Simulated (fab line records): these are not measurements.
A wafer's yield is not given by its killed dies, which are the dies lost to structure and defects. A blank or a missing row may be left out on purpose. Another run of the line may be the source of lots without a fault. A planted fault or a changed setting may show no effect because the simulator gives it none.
Split-lot study || flow n5-finfet || 7 lots, 21 wafers read, on a route of 1938 steps

THE SPLIT ITSELF
At N5_BEOL_M5_COAT_22 (resist thk 30 nm), the setting spin-rpm was moved away from the recipe's 1500 rpm on 7 of the 21 wafers read, by -9.2% to +10.0%. All remaining wafers had this setting at the recipe value.

FROM THE SPLIT TO THE READING: what the file shows between them, 4 steps
- N5_BEOL_M5_EBR_24
- N5_BEOL_M5_SOFTBAKE_23: time 60 s
- N5_BEOL_M5_EXPOSE_25: exposes mask V4, defocus 10 nm
- N5_BEOL_M5_PEB_26: peb time 60 s

THE READING
CAR-EUV_of_BEOL_M5_COAT_22.thk-nm (the simulator's own value, which no gauge read), in nm, at N5_BEOL_M5_DEVELOP_27 (develop time 30 s). There is no usual value for it anywhere in the file. Here, 14 wafers ran the recipe; their average is 29.6 nm with a standard deviation of 0.1 nm.

{"wafer": "L079.1", "tool, chamber at the split": "litho-track-01, 0", "spin-rpm as run, rpm": 1500, "against the recipe": "recipe", "CAR-EUV_of_BEOL_M5_COAT_22.thk-nm, nm": 29.6, "against lot-mates on the recipe": "-"}
{"wafer": "L079.2", "tool, chamber at the split": "litho-track-01, 0", "spin-rpm as run, rpm": 1500, "against the recipe": "recipe", "CAR-EUV_of_BEOL_M5_COAT_22.thk-nm, nm": 29.6, "against lot-mates on the recipe": "-"}
{"wafer": "L079.6", "tool, chamber at the split": "litho-track-01, 0", "spin-rpm as run, rpm": 1500, "against the recipe": "recipe", "CAR-EUV_of_BEOL_M5_COAT_22.thk-nm, nm": 29.4, "against lot-mates on the recipe": "-"}
{"wafer": "L084.1", "tool, chamber at the split": "litho-track-01, 0", "spin-rpm as run, rpm": 1500, "against the recipe": "recipe", "CAR-EUV_of_BEOL_M5_COAT_22.thk-nm, nm": 29.4, "against lot-mates on the recipe": "-"}
{"wafer": "L084.2", "tool, chamber at the split": "litho-track-01, 0", "spin-rpm as run, rpm": 1500, "against the recipe": "recipe", "CAR-EUV_of_BEOL_M5_COAT_22.thk-nm, nm": 29.4, "against lot-mates on the recipe": "-"}
{"wafer": "L084.5", "tool, chamber at the split": "litho-track-01, 0", "spin-rpm as run, rpm": 1500, "against the recipe": "recipe", "CAR-EUV_of_BEOL_M5_COAT_22.thk-nm, nm": 29.6, "against lot-mates on the recipe": "-"}
{"wafer": "L085.3", "tool, chamber at the split": "litho-track-01, 0", "spin-rpm as run, rpm": 1362, "against the recipe": "-9.2%", "CAR-EUV_of_BEOL_M5_COAT_22.thk-nm, nm": 31, "against lot-mates on the recipe": "no lot-mate on the recipe"}
{"wafer": "L085.4", "tool, chamber at the split": "litho-track-01, 0", "spin-rpm as run, rpm": 1362, "against the recipe": "-9.2%", "CAR-EUV_of_BEOL_M5_COAT_22.thk-nm, nm": 31, "against lot-mates on the recipe": "no lot-mate on the recipe"}
{"wafer": "L085.6", "tool, chamber at the split": "litho-track-01, 0", "spin-rpm as run, rpm": 1362, "against the recipe": "-9.2%", "CAR-EUV_of_BEOL_M5_COAT_22.thk-nm, nm": 31, "against lot-mates on the recipe": "no lot-mate on the recipe"}
{"wafer": "L086.1", "tool, chamber at the split": "litho-track-03, 0", "spin-rpm as run, rpm": 1500, "against the recipe": "recipe", "CAR-EUV_of_BEOL_M5_COAT_22.thk-nm, nm": 29.6, "against lot-mates on the recipe": "-"}
{"wafer": "L086.3", "tool, chamber at the split": "litho-track-03, 0", "spin-rpm as run, rpm": 1377, "against the recipe": "-8.2%", "CAR-EUV_of_BEOL_M5_COAT_22.thk-nm, nm": 31, "against lot-mates on the recipe": "+1.3"}
{"wafer": "L086.6", "tool, chamber at the split": "litho-track-03, 0", "spin-rpm as run, rpm": 1500, "against the recipe": "recipe", "CAR-EUV_of_BEOL_M5_COAT_22.thk-nm, nm": 29.8, "against lot-mates on the recipe": "-"}
{"wafer": "L089.1", "tool, chamber at the split": "litho-track-05, 0", "spin-rpm as run, rpm": 1500, "against the recipe": "recipe", "CAR-EUV_of_BEOL_M5_COAT_22.thk-nm, nm": 29.6, "against lot-mates on the recipe": "-"}
{"wafer": "L089.2", "tool, chamber at the split": "litho-track-05, 0", "spin-rpm as run, rpm": 1500, "against the recipe": "recipe", "CAR-EUV_of_BEOL_M5_COAT_22.thk-nm, nm": 29.6, "against lot-mates on the recipe": "-"}
{"wafer": "L089.4", "tool, chamber at the split": "litho-track-05, 0", "spin-rpm as run, rpm": 1500, "against the recipe": "recipe", "CAR-EUV_of_BEOL_M5_COAT_22.thk-nm, nm": 29.6, "against lot-mates on the recipe": "-"}
{"wafer": "L090.1", "tool, chamber at the split": "litho-track-01, 0", "spin-rpm as run, rpm": 1601, "against the recipe": "+6.7%", "CAR-EUV_of_BEOL_M5_COAT_22.thk-nm, nm": 28.6, "against lot-mates on the recipe": -1.0}
{"wafer": "L090.4", "tool, chamber at the split": "litho-track-01, 0", "spin-rpm as run, rpm": 1601, "against the recipe": "+6.7%", "CAR-EUV_of_BEOL_M5_COAT_22.thk-nm, nm": 28.8, "against lot-mates on the recipe": -0.8}
{"wafer": "L090.5", "tool, chamber at the split": "litho-track-01, 0", "spin-rpm as run, rpm": 1500, "against the recipe": "recipe", "CAR-EUV_of_BEOL_M5_COAT_22.thk-nm, nm": 29.6, "against lot-mates on the recipe": "-"}
{"wafer": "L094.1", "tool, chamber at the split": "litho-track-03, 0", "spin-rpm as run, rpm": 1650, "against the recipe": "+10.0%", "CAR-EUV_of_BEOL_M5_COAT_22.thk-nm, nm": 28, "against lot-mates on the recipe": -1.6}
{"wafer": "L094.3", "tool, chamber at the split": "litho-track-03, 0", "spin-rpm as run, rpm": 1500, "against the recipe": "recipe", "CAR-EUV_of_BEOL_M5_COAT_22.thk-nm, nm": 29.6, "against lot-mates on the recipe": "-"}
{"wafer": "L094.6", "tool, chamber at the split": "litho-track-03, 0", "spin-rpm as run, rpm": 1500, "against the recipe": "recipe", "CAR-EUV_of_BEOL_M5_COAT_22.thk-nm, nm": 29.6, "against lot-mates on the recipe": "-"}

THE FIT
A straight line over all 21 wafers: CAR-EUV_of_BEOL_M5_COAT_22.thk-nm changes by -0.153 nm for each +1% of spin-rpm; r = -0.99; the points scatter about the line by 0.11 nm.
The same after taking each lot's own level away (the mean of its wafers on the recipe; 18 wafers): -0.151 nm for each +1%; r = -0.99; scatter 0.09 nm.
The reading moves by 1.5 nm for the largest change in spin-rpm, on that fit.
Across the lots, their own levels run from 29.47 to 29.70 nm, a range of 2.3 times the standard deviation given above.
Hence the lot-to-lot level has little effect on the slope; both slopes agree.
Check: for one of the wafers moved furthest among these (+10.0%), held out of the fit, the line's prediction against its lot-mates is -1.43 nm. Against them it came out at -1.6 nm.

OTHER SPLITS ON THESE WAFERS
Before the reading, these wafers also passed through other splits. Each is held against what the fit with the lots' levels taken away leaves over:
{"other split on the same wafers": "N5_BEOL_M0_SAQP_DESCUM_45 time-s", "wafers away from the commonest value": 5, "r with CAR-EUV_of_BEOL_M5_COAT_22.thk-nm (lot level and that fit taken away)": "+0.25"}
{"other split on the same wafers": "N5_BEOL_M1_ETCH_70 source-w", "wafers away from the commonest value": 7, "r with CAR-EUV_of_BEOL_M5_COAT_22.thk-nm (lot level and that fit taken away)": "+0.17"}
{"other split on the same wafers": "N5_BEOL_M1_VIA_ETCH_34 time-s", "wafers away from the commonest value": 4, "r with CAR-EUV_of_BEOL_M5_COAT_22.thk-nm (lot level and that fit taken away)": "+0.24"}
{"other split on the same wafers": "N5_BEOL_M2_COAT_67 spin-rpm", "wafers away from the commonest value": 6, "r with CAR-EUV_of_BEOL_M5_COAT_22.thk-nm (lot level and that fit taken away)": "+0.13"}
{"other split on the same wafers": "N5_BEOL_M3_TRENCH_ETCH_37 bias-w", "wafers away from the commonest value": 7, "r with CAR-EUV_of_BEOL_M5_COAT_22.thk-nm (lot level and that fit taken away)": -0.06}
{"other split on the same wafers": "N5_BEOL_M3_ETCH_41 target-depth-a", "wafers away from the commonest value": 7, "r with CAR-EUV_of_BEOL_M5_COAT_22.thk-nm (lot level and that fit taken away)": "+0.22"}
{"other split on the same wafers": "N5_BEOL_M4_ETCH_70 bias-w", "wafers away from the commonest value": 8, "r with CAR-EUV_of_BEOL_M5_COAT_22.thk-nm (lot level and that fit taken away)": "+0.55"}
{"other split on the same wafers": "N5_BEOL_M5_COAT_74 spin-rpm", "wafers away from the commonest value": 7, "r with CAR-EUV_of_BEOL_M5_COAT_22.thk-nm (lot level and that fit taken away)": -0.05}

THE WHOLE CHAIN: every reading that the file lists as answering this split, in the file's order
{"step": "N5_BEOL_M5_COAT_22", "what it does": "resist thk 30 nm", "reading": "CAR-EUV_of_BEOL_M5_COAT_22.thk-nm (the simulator's own value, which no gauge read)", "change (the file's fit)": "-0.141 nm for each +1% of the setting", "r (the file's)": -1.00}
{"step": "N5_BEOL_M5_DEVELOP_27", "what it does": "develop time 30 s", "reading": "CAR-EUV_of_BEOL_M5_COAT_22.thk-nm (the simulator's own value, which no gauge read)", "change (the file's fit)": "-0.154 nm for each +1% of the setting", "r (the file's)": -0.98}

FILE'S OWN FIT
CAR-EUV_of_BEOL_M5_COAT_22.thk-nm changes by -0.154 nm for each +1% of spin-rpm, r = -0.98.
